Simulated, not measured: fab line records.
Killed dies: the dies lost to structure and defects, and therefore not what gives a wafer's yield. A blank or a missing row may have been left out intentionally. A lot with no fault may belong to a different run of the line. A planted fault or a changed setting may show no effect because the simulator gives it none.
Chamber matching | flow nand harc | 4 sister chambers for NHARC_P_BONDPAD_DESCUM_11 on rie diel-08
The step chemistry O2, time 3 s. 14 wafers are shown with their chamber, then 7 later ones without.

== WAFERS WITH THEIR CHAMBER ==
wafer  | chamber | showerhead plenum p Torr (Torr) | drypump motor current A (A) | rf vpp V (V)
L226.2 | 0       | 1.90                            | 5.89                        | 57.6
L226.4 | 2       | 2.03                            | 5.95                        | 58.8
L226.6 | 2       | 2.03                            | 5.95                        | 56.6
L228.1 | 0       | 1.90                            | 5.91                        | 57.9
L228.3 | 1       | 1.99                            | 6.33                        | 58.3
L228.4 | 2       | 2.03                            | 5.97                        | 58.4
L230.2 | 1       | 1.99                            | 6.35                        | 57.6
L230.5 | 2       | 2.02                            | 5.97                        | 59.3
L230.6 | 3       | 1.84                            | 5.65                        | 56.3
L229.2 | 1       | 1.99                            | 6.31                        | 59.1
L229.3 | 2       | 2.02                            | 5.96                        | 58.1
L229.6 | 0       | 1.90                            | 5.86                        | 57.4
L231.1 | 1       | 1.99                            | 6.33                        | 58.8
L231.4 | 3       | 1.84                            | 5.66                        | 55.7

SIGNATURES (means of the wafers above)
reading                  | chamber 0 | chamber 1 | chamber 2 | chamber 3 | scatter within a chamber
showerhead plenum p Torr | 1.9000    | 1.9900    | 2.0260    | 1.8400    | 0.00346
drypump motor current A  | 5.8867    | 6.3300    | 5.9600    | 5.6550    | 0.0159
rf vpp V                 | 57.633    | 58.450    | 58.240    | 56.000    | 0.76
Rule: a wafer lies at a distance from a chamber equal to the root of the sum of squares, over the readings, of (its reading less the chamber's mean, divided by the reading's scatter). The wafer belongs to the nearest chamber; if the next one is less than 2 further off, it can't be placed. The scatter is the square root of a quotient: the sum, over the shown wafers, of each reading's squared deviation from its chamber's mean, divided by wafers minus chambers.

== WAFERS WITH NO CHAMBER GIVEN ==
wafer  | showerhead plenum p Torr (Torr) | drypump motor current A (A) | rf vpp V (V)
L231.6 | 1.99                            | 6.34                        | 57.9
L235.1 | 1.99                            | 6.32                        | 58.3
L235.3 | 2.02                            | 5.94                        | 58.4
L235.6 | 2.02                            | 5.96                        | 58.0
L241.1 | 1.90                            | 5.90                        | 58.4
L241.3 | 2.02                            | 5.98                        | 59.1
L241.4 | 1.84                            | 5.67                        | 55.3

== WHICH CHAMBER EACH ONE RAN IN ==
wafer  | from the rows above | in truth
L231.6 | 1                   | 1
L235.1 | 1                   | 1
L235.3 | 2                   | 2
L235.6 | 2                   | 2
L241.1 | 0                   | 0
L241.3 | 2                   | 2
L241.4 | 3                   | 3
Correctly placed: 7 of 7. Can't be placed from these rows: 0. Wrongly placed: 0.
